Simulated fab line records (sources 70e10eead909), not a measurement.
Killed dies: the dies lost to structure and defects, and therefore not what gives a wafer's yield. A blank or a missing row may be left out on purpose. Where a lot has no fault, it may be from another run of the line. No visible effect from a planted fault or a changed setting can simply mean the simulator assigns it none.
What tool caused it? | flow nand-harc | Sampling: 13 lots, 39 wafers, 6 of 1159 route steps

WHAT EACH GAUGE READ, for each wafer
NHARC_P_STI_CD_MEAS_16.
lot  | measured    | on        | cd-nm (nm)
L858 | day 2 09:22 | cd-sem-02 | 204.3 198.8 205.2
L861 | day 3 08:28 | cd-sem-03 | 199.3 201.7 196.6
L863 | day 3 17:23 | cd-sem-02 | 203.4 202.1 204.5
L864 | day 3 23:34 | cd-sem-01 | 201.7 200.6 201.8
L866 | day 4 12:58 | cd-sem-03 | 205.4 204.5 204.6
L868 | day 5 00:35 | cd-sem-02 | 202.9 204.3 203.0
L873 | day 6 06:43 | cd-sem-02 | 199.6 198.1 200.4
L874 | day 6 12:22 | cd-sem-03 | 202.7 200.9 199.8
L875 | day 6 18:50 | cd-sem-03 | 200.1 199.1 203.0
L876 | day 6 23:51 | cd-sem-02 | 196.8 200.5 200.6
L879 | day 7 17:19 | cd-sem-01 | 197.3 194.8 198.3
L880 | day 8 01:56 | cd-sem-02 | 198.5 196.9 196.2
L881 | day 8 02:06 | cd-sem-01 | 201.5 197.6 201.5

NHARC_P_GATE_INSPECT_28.
lot  | measured     | on                | raw-defect-count
L858 | day 4 11:05  | defect-inspect-02 | 12 10 10
L861 | day 5 13:12  | defect-inspect-01 | 6 4 2
L863 | day 6 01:23  | defect-inspect-01 | 6 7 7
L864 | day 6 06:58  | defect-inspect-02 | 6 6 7
L866 | day 6 20:38  | defect-inspect-02 | 1 8 7
L868 | day 7 05:27  | defect-inspect-01 | 6 6 15
L873 | day 8 10:46  | defect-inspect-01 | 9 8 11
L874 | day 8 21:25  | defect-inspect-01 | 1271 1308 1278 1271 1331 1284
L875 | day 8 22:35  | defect-inspect-01 | 1285 1214 1233 1297 1213 1238
L876 | day 8 22:06  | defect-inspect-02 | 1342 1322 1298 1350 1333 1322
L879 | day 10 02:07 | defect-inspect-02 | 8 3 9
L880 | day 10 02:38 | defect-inspect-01 | 10 3 6
L881 | day 10 02:16 | defect-inspect-01 | 6 5 3

NHARC_END_SORT_01.
lot  | measured     | on        | defect-limited-yield (%) | killed-at-array | killed-at-other | killed-at-periphery | killed-dies | killed-open | killed-short | sort_bin_2_pct (%) | sort_bin_3_pct (%) | sort_bin_4_pct (%) | sort-n-pass | sort-rim-yield-pct (%) | sort-yield-pct (%)
L866 | day 21 09:57 | prober-01 | 97.3 96.9 97.8           | 15 16 12        | 1 0 1           | 2 5 2               | 18 21 15    | 2 3 4       | 2 3 1        | 0.9 1.2 0.6        | 0 0.15 0           | 1.8 1.8 1.6        | 659 656 662 | 97 93 97               | 97.3 96.9 97.8
L879 | day 24 11:31 | prober-01 | 95.3 93.5 94.1           | 26 36 35        | 1 0 2           | 5 8 3               | 32 44 40    | 2 3 1       | 2 0 2        | 2.4 1.8 2.1        | 0.59 0.30 0.44     | 1.8 4.4 3.4        | 645 633 637 | 90 86 90               | 95.3 93.5 94.1

WHICH TOOL RAN EACH LOT (tool, then ch and the chambers of the sampled wafers, then the start)
lot  | NHARC_P_STI_DESCUM_14             | NHARC_P_GATE_OXIDE_16        | NHARC_P_GATE_STRIP_101
L858 | rie-diel-01 ch 0,2, day 2 08:53   | furnace-07 ch 0, day 3 23:31 | rie-diel-05 ch 0,1,2, day 4 22:02
L861 | rie-diel-01 ch 0,2,3, day 3 07:57 | furnace-05 ch 0, day 5 03:05 | rie-diel-05 ch 0,2, day 6 00:17
L863 | rie-diel-01 ch 1,2,3, day 3 16:58 | furnace-01 ch 0, day 5 13:53 | rie-diel-02 ch 0,2, day 6 12:30
L864 | rie-diel-08 ch 1,3, day 3 23:07   | furnace-05 ch 0, day 5 20:41 | rie-diel-02 ch 0,1,3, day 6 18:23
L866 | rie-diel-01 ch 0,1,2, day 4 12:29 | furnace-01 ch 0, day 6 07:18 | rie-diel-13 ch 1,2,3, day 7 08:30
L868 | rie-diel-01 ch 1,2, day 5 00:07   | furnace-07 ch 0, day 6 19:08 | rie-diel-05 ch 0,2,3, day 7 16:51
L873 | rie-diel-03 ch 0,1, day 6 06:17   | furnace-01 ch 0, day 7 22:36 | rie-diel-05 ch 0,1,2, day 8 22:04
L874 | rie-diel-01 ch 0,1,2, day 6 11:55 | furnace-07 ch 0, day 8 09:10 | -
L875 | rie-diel-03 ch 1,3, day 6 18:24   | furnace-07 ch 0, day 8 09:10 | -
L876 | rie-diel-03 ch 0,2,3, day 6 23:25 | furnace-07 ch 0, day 8 09:10 | -
L879 | rie-diel-08 ch 0,2, day 7 16:52   | furnace-01 ch 0, day 9 15:46 | rie-diel-02 ch 0,1,2, day 10 13:13
L880 | rie-diel-08 ch 0,2,3, day 8 01:29 | furnace-01 ch 0, day 9 15:46 | rie-diel-05 ch 0,1, day 10 13:40
L881 | rie-diel-01 ch 0,2, day 8 01:39   | furnace-01 ch 0, day 9 15:46 | rie-diel-02 ch 0,1,3, day 10 13:11
- NHARC_P_STI_DESCUM_14: chemistry O2, time 3 s.
- NHARC_P_GATE_OXIDE_16: material SiO2, target thk 3 nm, ox time 392 s.
- NHARC_P_GATE_STRIP_101: strips in O2, time 20 s.

AS READ BY THE TOOLS THEMSELVES (means over the sampled wafers that have a number; for cases with no such wafer, the mark the record gives instead)
NHARC_P_STI_DESCUM_14.
lot  | tool        | drypump-motor-current-A (A) | oes-product-au (a.u.) | rf-vpp-V (V) | showerhead-plenum-p-Torr (Torr) | throttle-valve-pct (%)
L858 | rie-diel-01 | 5.2                         | 1.010                 | 57.9         | 1.98                            | 11.305
L861 | rie-diel-01 | 5.5                         | 1.007                 | 57.5         | 1.91                            | 11.314
L863 | rie-diel-01 | 5.7                         | 1.008                 | 57.8         | 1.86                            | 11.319
L864 | rie-diel-08 | 5.5                         | 1.005                 | 57.8         | 1.99                            | 11.303
L866 | rie-diel-01 | 5.4                         | 1.005                 | 58.0         | 1.93                            | 11.317
L868 | rie-diel-01 | 5.3                         | 1.009                 | 57.5         | 1.90                            | 11.319
L873 | rie-diel-03 | 5.5                         | 1.002                 | 57.8         | 1.95                            | 11.308
L874 | rie-diel-01 | 5.4                         | 1.013                 | 57.6         | 1.93                            | 11.305
L875 | rie-diel-03 | 5.7                         | 1.010                 | 57.8         | 1.99                            | 11.317
L876 | rie-diel-03 | 5.4                         | 1.001                 | 57.4         | 1.88                            | 11.320
L879 | rie-diel-08 | 6.1                         | 1.004                 | 57.3         | 1.84                            | 11.311
L880 | rie-diel-08 | 5.9                         | 0.999                 | 57.9         | 1.93                            | 11.303
L881 | rie-diel-01 | 5.2                         | 1.013                 | 57.6         | 1.98                            | 11.310

NHARC_P_GATE_STRIP_101.
lot  | tool        | drypump-motor-current-A (A) | oes-product-au (a.u.) | rf-vpp-V (V) | showerhead-plenum-p-Torr (Torr) | throttle-valve-pct (%)
L858 | rie-diel-05 | 5.9                         | 1.000                 | 56.6         | 3.36                            | 17.033
L861 | rie-diel-05 | 6.4                         | 0.998                 | 57.6         | 3.37                            | 17.028
L863 | rie-diel-02 | 5.7                         | 1.002                 | 57.7         | 3.59                            | 17.036
L864 | rie-diel-02 | 6.1                         | 1.002                 | 58.8         | 3.51                            | 17.040
L866 | rie-diel-13 | 5.7                         | 1.006                 | 58.3         | 3.53                            | 17.016
L868 | rie-diel-05 | 6.1                         | 0.995                 | 57.9         | 3.47                            | 17.044
L873 | rie-diel-05 | 5.9                         | 1.002                 | 57.2         | 3.35                            | 17.042
L879 | rie-diel-02 | 5.9                         | 1.005                 | 56.6         | 3.52                            | 17.041
L880 | rie-diel-05 | 5.7                         | 1.003                 | 56.7         | 3.33                            | 17.035
L881 | rie-diel-02 | 6.1                         | 1.004                 | 57.6         | 3.50                            | 17.038

THE ANSWER, worked out from the rows above alone
Rule: what is usual is taken from the lots themselves. The widest of any qualifying gaps counts: lots, ordered by their means at a reading, are off when they make up no more than a third of the lots, leave a main group of 4 or more, and stand apart from it by 3 or more times the standard deviation of that group's means. If all means in a main group match to the digits the tables above print for the reading, that group is not used. A lot without any number at a reading at which 4 lots or more have one is off too. All remaining lots with rows at the step are treated as sound. After the gauges, taken in route order, come the tools' own readings; for these a lot's mean is taken, as printed above. At the first step where some lot is off, the reading lying furthest off is the one used; lots without a number count as furthest.
Off: L874, L875, L876 (NHARC_P_GATE_INSPECT_28, raw-defect-count). Main group: mean 6.9, sd 2.
A tool fits if, at a process step before that reading, it ran every lot that is off, and no sound lot after the first of them. Gauges at NHARC_P_GATE_INSPECT_28: tried the same way as those tools. One fits: NHARC_P_GATE_OXIDE_16 on furnace-07. Its last sound lot is L868 (day 6 19:08), its first lot that is off L874 (day 8 09:10): a fault that began between those two fits.

WHAT THE SIMULATOR PUT IN
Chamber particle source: furnace-07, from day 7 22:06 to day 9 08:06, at NHARC_P_GATE_OXIDE_16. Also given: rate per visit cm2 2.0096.
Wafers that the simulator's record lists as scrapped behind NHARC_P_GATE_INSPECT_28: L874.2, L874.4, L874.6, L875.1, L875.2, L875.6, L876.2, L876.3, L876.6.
Lots struck among those shown: L874, L875, L876. The same result came from the rule above.
